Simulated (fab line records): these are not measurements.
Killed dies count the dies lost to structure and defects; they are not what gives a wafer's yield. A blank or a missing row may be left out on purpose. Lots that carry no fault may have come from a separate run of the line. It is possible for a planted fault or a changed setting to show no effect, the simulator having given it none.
Which of the tools did it?	flow nand harc	30 wafers from 10 lots sampled at 6 of the route's 1302 steps

WHAT THE GAUGES SHOWED, per wafer
NHARC_A_CHANNEL_HOLE_D2_INSPECT_40. Usual: raw defect count 286, standard deviation 94.
lot	measured	on	raw defect count	flag
L372	day 14 06:01	defect inspect-01	535 520 641	
L373	day 14 14:28	defect inspect-01	1130 1094 1123	OFF
L374	day 15 17:19	defect inspect-01	982 1000 961	OFF
L384	day 18 18:58	defect inspect-02	182 160 192	
L387	day 20 08:47	defect inspect-01	353 298 224	
L385	day 20 09:13	defect inspect-01	334 248 318	
L391	day 21 10:16	defect inspect-01	316 215 257	
L390	day 21 10:29	defect inspect-01	229 223 129	
L392	day 22 06:07	defect inspect-01	205 138 153	
L393	day 22 08:37	defect inspect-01	419 380 395	

NHARC_END_SORT_01. Usual: killed at array 64, standard deviation 20; killed at other 0.7, standard deviation 1.1; killed at periphery 3.6, standard deviation 2.7; killed dies 68, standard deviation 20; killed open 2.8, standard deviation 1.9; killed short 2.3, standard deviation 1.5.
lot	measured	on	killed at array	killed at other	killed at periphery	killed dies	killed open	killed short	flag
L373	day 24 19:37	prober-02	103 125 121	0 0 0	3 2 1	106 127 122	1 1 1	3 1 2	
L374	day 26 10:49	prober-02	109 109 101	0 0 0	1 4 4	110 113 105	1 4 0	1 1 5	

WHAT TOOL EACH LOT RAN ON (gives the tool, then ch and the chambers of the sampled wafers, and finally the start)
lot	NHARC_A_CHANNEL_HOLE_D2_ETCH_38	NHARC_A_CHANNEL_HOLE_D2_ETCH_34	NHARC_A_CHANNEL_HOLE_D2_ETCH_25	NHARC_A_CHANNEL_FILL_D2_ETCHBACK_19
L372	rie diel-04 ch 0,1,3, day 13 22:06	rie diel-04 ch 0,2,3, day 14 03:13 or earlier	har etch-02 ch 0,1, day 14 03:13	rie si-05 ch 0,2,3, day 15 08:14
L373	rie diel-04 ch 0,2,3, day 14 07:40	rie diel-04 ch 0,1,2, day 14 11:47 or earlier	har etch-02 ch 0,1, day 14 11:47	rie si-05 ch 0,2,3, day 15 16:07
L374	rie diel-04 ch 0,1, day 15 10:32	rie diel-04 ch 0,1,2, day 15 14:31 or earlier	har etch-02 ch 0,1, day 15 14:31	rie si-05 ch 0,1,3, day 16 15:22
L384	rie diel-04 ch 0,1,3, day 18 12:09	rie diel-04 ch 2,3, day 18 16:08 or earlier	har etch-02 ch 0,1, day 18 16:08	rie si-06 ch 0,2,3, day 19 20:49
L387	rie diel-04 ch 0,1,3, day 19 23:58	rie diel-04 ch 0,2,3, day 20 05:56 or earlier	har etch-02 ch 0,1, day 20 05:56	rie si-03 ch 0,2,3, day 21 08:57
L385	rie diel-03 ch 0,1,2, day 20 00:26	rie diel-03 ch 0,2, day 20 06:04 or earlier	har etch-01 ch 0, day 20 06:04	rie si-06 ch 0,1,2, day 21 08:57
L391	rie diel-05 ch 2,3, day 21 03:28	rie diel-05 ch 1,2,3, day 21 07:29 or earlier	har etch-01 ch 0, day 21 07:29	rie si-05 ch 0,2,3, day 22 10:41
L390	rie diel-04 ch 1,2, day 21 03:41	rie diel-04 ch 1,2, day 21 07:50 or earlier	har etch-02 ch 1, day 21 07:50	rie si-06 ch 0,2,3, day 22 10:43
L392	rie diel-05 ch 0,3, day 21 22:35	rie diel-05 ch 1,3, day 22 03:19 or earlier	har etch-02 ch 0,1, day 22 03:19	rie si-03 ch 0,1,3, day 23 05:55
L393	rie diel-05 ch 0,1, day 22 01:49	rie diel-05 ch 0,3, day 22 05:50 or earlier	har etch-01 ch 0, day 22 05:50	rie si-03 ch 0,1,2, day 23 10:28
- NHARC_A_CHANNEL_HOLE_D2_ETCH_38: etches the open film in CF4, target depth 39 nm, time 65 s.
- NHARC_A_CHANNEL_HOLE_D2_ETCH_34: etches the open film in CF4/CHF3, target depth 154 nm, time 77 s.
- NHARC_A_CHANNEL_HOLE_D2_ETCH_25: etches the open film in C4F8/O2/Ar, time 1040.2 s, target depth 1500 nm.
- NHARC_A_CHANNEL_FILL_D2_ETCHBACK_19: etches the open film in HBr/Cl2, target depth 5 nm, time 1.7 s.

AS READ BY THE TOOLS THEMSELVES (means over the sampled wafers that have a number; for cases with no such wafer, the mark the record gives instead)
NHARC_A_CHANNEL_HOLE_D2_ETCH_38. Usual: drypump motor current A 5.7 A, standard deviation 0.45; oes product au 1.006 a.u., standard deviation 0.013; rf vpp V 151.9 V, standard deviation 1.3; showerhead plenum p Torr 1.82 Torr, standard deviation 0.077; throttle valve pct 13.283 %, standard deviation 0.009.
lot	tool	drypump motor current A (A)	oes product au (a.u.)	rf vpp V (V)	showerhead plenum p Torr (Torr)	throttle valve pct (%)	flag
L372	rie diel-04	5.5	1.000	152.0	1.88	13.289	
L373	rie diel-04	5.8	1.008	153.2	1.87	13.286	
L374	rie diel-04	5.2	1.015	152.8	1.89	13.274	
L384	rie diel-04	5.5	0.994	152.3	1.88	13.278	
L387	rie diel-04	5.5	1.009	153.9	1.88	13.290	
L385	rie diel-03	5.6	1.002	151.3	1.79	13.287	
L391	rie diel-05	5.8	1.004	151.0	1.77	13.282	
L390	rie diel-04	5.4	1.018	152.5	1.87	13.284	
L392	rie diel-05	5.9	1.002	150.1	1.72	13.276	
L393	rie diel-05	6.0	1.001	150.8	1.74	13.282	

NHARC_A_CHANNEL_HOLE_D2_ETCH_34. Usual: drypump motor current A 5.7 A, standard deviation 0.44; oes product au 0.968 a.u., standard deviation 0.02; rf vpp V 372.1 V, standard deviation 2.4; showerhead plenum p Torr 1.62 Torr, standard deviation 0.067; throttle valve pct 16.802 %, standard deviation 0.0088.
lot	tool	drypump motor current A (A)	oes product au (a.u.)	rf vpp V (V)	showerhead plenum p Torr (Torr)	throttle valve pct (%)	flag
L372	rie diel-04	5.8	0.930	373.4	1.67	16.809	
L373	rie diel-04	5.3	0.971	374.4	1.68	16.801	
L374	rie diel-04	5.3	0.971	373.5	1.67	16.795	
L384	rie diel-04	6.1	0.973	373.8	1.66	16.794	
L387	rie diel-04	5.8	0.976	373.6	1.67	16.806	
L385	rie diel-03	5.3	0.977	373.4	1.65	16.805	
L391	rie diel-05	5.9	0.973	371.2	1.59	16.800	
L390	rie diel-04	5.1	0.981	374.4	1.67	16.806	
L392	rie diel-05	5.9	0.962	370.9	1.58	16.797	
L393	rie diel-05	5.9	0.978	368.7	1.53	16.798	

NHARC_A_CHANNEL_HOLE_D2_ETCH_25. Usual: drypump motor current A 5.27 A, standard deviation 0.2; showerhead plenum p Torr 3.68 Torr, standard deviation 0.15; temp c -19.99 C, standard deviation 0.1; throttle valve pct 32.235 %, standard deviation 0.0092.
lot	tool	drypump motor current A (A)	showerhead plenum p Torr (Torr)	temp c (C)	throttle valve pct (%)	flag
L372	har etch-02	5.39	3.57	-20.06	32.238	
L373	har etch-02	5.38	3.57	-20.06	32.232	
L374	har etch-02	5.37	3.57	-19.94	32.235	
L384	har etch-02	5.40	3.92	-20.13	32.236	
L387	har etch-02	5.33	3.91	-19.97	32.237	
L385	har etch-01	5.45	3.54	-20.04	32.242	
L391	har etch-01	5.45	3.53	-19.94	32.236	
L390	har etch-02	5.26	3.90	-19.85	32.236	
L392	har etch-02	5.40	3.89	-19.94	32.243	
L393	har etch-01	5.39	3.53	-19.95	32.234	

NHARC_A_CHANNEL_FILL_D2_ETCHBACK_19. Usual: drypump motor current A 5.7 A, standard deviation 0.44; hbr flow sccm 150.0 sccm, standard deviation 0.41; oes product au 1.004 a.u., standard deviation 0.013; throttle valve pct 26.406 %, standard deviation 0.0091.
lot	tool	drypump motor current A (A)	hbr flow sccm (sccm)	oes product au (a.u.)	throttle valve pct (%)	flag
L372	rie si-05	5.9	150.0	1.018	26.404	
L373	rie si-05	5.9	150.3	1.007	26.409	
L374	rie si-05	5.8	150.0	1.014	26.403	
L384	rie si-06	5.6	150.1	0.989	26.407	
L387	rie si-03	5.5	150.1	0.997	26.411	
L385	rie si-06	5.8	149.3	0.993	26.421	
L391	rie si-05	5.9	150.2	1.002	26.412	
L390	rie si-06	5.6	149.9	0.987	26.404	
L392	rie si-03	5.2	149.9	1.001	26.403	
L393	rie si-03	5.5	149.9	0.996	26.407	

THE ANSWER, worked out from the rows above alone
Rule: lot off if the mean of its wafers having a number is beyond 3 standard deviations from the usual mean. Also off: a lot with no number at a reading for which 4 or more lots have one. Any other lot the step has rows for is counted as sound. Order of review: gauges by route order, followed by the tools' own readings, for which a lot's mean as printed above is used. At the first step where some lot is off, the reading lying furthest off is the one used; lots without a number count as furthest.
Off at NHARC_A_CHANNEL_HOLE_D2_INSPECT_40 (raw defect count): L373, L374.
If a tool, at a process step before that reading, ran all the lots that are off and no sound lot after the first of them, it fits. Those tools and the gauges at NHARC_A_CHANNEL_HOLE_D2_INSPECT_40 are tried in the same way. NHARC_A_CHANNEL_HOLE_D2_ETCH_34 gives no start for some lots, so the hours and the order of its lots are those of NHARC_A_CHANNEL_HOLE_D2_ETCH_25. None of those tried fits.

WHAT THE SIMULATOR PUT IN
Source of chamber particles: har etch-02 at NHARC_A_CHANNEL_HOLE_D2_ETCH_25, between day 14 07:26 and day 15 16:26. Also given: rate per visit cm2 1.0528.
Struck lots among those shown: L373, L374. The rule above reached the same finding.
